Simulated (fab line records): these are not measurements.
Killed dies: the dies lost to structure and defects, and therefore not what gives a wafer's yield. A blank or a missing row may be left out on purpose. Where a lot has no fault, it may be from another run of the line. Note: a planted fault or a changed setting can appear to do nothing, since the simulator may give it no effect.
Chamber matching | flow n5_finfet | 4 sister chambers for N5_MOL_CONTACT_COAG_ALD_133 on ald_sin-04
The step deposits SiO2, target thk 5 nm, pulse time 1 s, co reactant pulse time 1 s. 8 wafers are shown with their chamber, then 7 later ones without.

## WAFERS, EACH WITH ITS CHAMBER
wafer  | chamber | heater_power_w (W) | precursor_pulse_height_rel
L076.6 | 3       | 67                 | 1.005
L080.5 | 2       | 84                 | 0.964
L080.6 | 1       | 89                 | 0.993
L083.1 | 2       | 83                 | 0.982
L083.2 | 0       | 75                 | 1.022
L083.3 | 1       | 90                 | 1.033
L084.2 | 0       | 76                 | 1.003
L084.4 | 3       | 68                 | 1.019

## WAFERS MISSING THEIR CHAMBER
wafer  | heater_power_w (W) | precursor_pulse_height_rel
L084.5 | 76                 | 1.018
L086.1 | 84                 | 0.978
L086.3 | 68                 | 1.030
L086.4 | 82                 | 1.015
L094.3 | 68                 | 0.979
L094.4 | 89                 | 1.031
L094.5 | 79                 | 1.011

## WHICH CHAMBER EACH ONE RAN IN
wafer  | from the rows above     | in truth
L084.5 | 0                       | 0
L086.1 | 2                       | 2
L086.3 | 3                       | 3
L086.4 | 2                       | 2
L094.3 | 3                       | 3
L094.4 | 1                       | 1
L094.5 | can't be placed: 0 or 2 | 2
Correct placement for 6 of the 7. Cannot be placed on the basis of these rows: 1; the candidates contain the true chamber in 1. Placed wrongly: 0.
How it was worked out, from the rows above alone: a wafer's distance from a chamber is the root of the sum, over the readings, of the square of ((its reading less the chamber's mean) divided by the reading's scatter). If the next closest chamber is less than 2 further off than the closest, the wafer can't be placed; otherwise it belongs to the closest. A chamber's mean is the mean of its shown wafers. The scatter: the root of (the sum of the squares of (reading less its chamber's mean) over the shown wafers, divided by (wafers less chambers)).
